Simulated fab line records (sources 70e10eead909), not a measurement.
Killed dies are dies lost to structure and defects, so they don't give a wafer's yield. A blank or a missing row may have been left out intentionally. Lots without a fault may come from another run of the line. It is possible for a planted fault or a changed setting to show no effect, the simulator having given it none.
Matching of chambers + flow nand-harc + 4 sister chambers for NHARC_A_CHANNEL_FILL_D1_ALD_25 on ald-hk-03
The step deposits SiOx, target thk 60 nm, pulse time 10 s, ald cycles 600. 8 wafers are shown with their chamber, then 6 later ones without.

WAFERS PAIRED WITH THEIR CHAMBERS
| wafer  | chamber | heater-power-outer-w (W) | heater-power-w (W) |
|--------|---------|--------------------------|--------------------|
| L682.1 | 3       | 200                      | 376                |
| L688.2 | 0       | 279                      | 456                |
| L688.5 | 1       | 244                      | 448                |
| L695.2 | 2       | 248                      | 442                |
| L695.5 | 2       | 241                      | 432                |
| L697.4 | 3       | 201                      | 378                |
| L697.1 | 1       | 235                      | 418                |
| L697.5 | 0       | 288                      | 484                |

WAFERS WITHOUT THEIR CHAMBER
| wafer  | heater-power-outer-w (W) | heater-power-w (W) |
|--------|--------------------------|--------------------|
| L699.3 | 296                      | 482                |
| L699.4 | 198                      | 372                |
| L699.6 | 243                      | 431                |
| L698.3 | 200                      | 376                |
| L698.2 | 230                      | 440                |
| L698.6 | 300                      | 488                |

WHICH CHAMBER EACH WENT THROUGH
| wafer  | from the rows above     | in truth |
|--------|-------------------------|----------|
| L699.3 | 0                       | 0        |
| L699.4 | 3                       | 3        |
| L699.6 | can't be placed: 2 or 1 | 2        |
| L698.3 | 3                       | 3        |
| L698.2 | can't be placed: 1 or 2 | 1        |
| L698.6 | 0                       | 0        |
Placed correctly: 4 of 6. Unplaceable from these rows: 2, with the true chamber sitting among the candidates in 2. Placed wrongly: 0.
How it was worked out, from the rows above alone: a wafer's distance from a chamber is the root of the sum, over the readings, of the square of ((its reading less the chamber's mean) divided by the reading's scatter). The wafer belongs to the nearest chamber; if the next one is less than 2 further off, it can't be placed. Each chamber's mean is taken over the wafers shown for it. The scatter: the root of (the sum of the squares of (reading less its chamber's mean) over the shown wafers, divided by (wafers less chambers)).
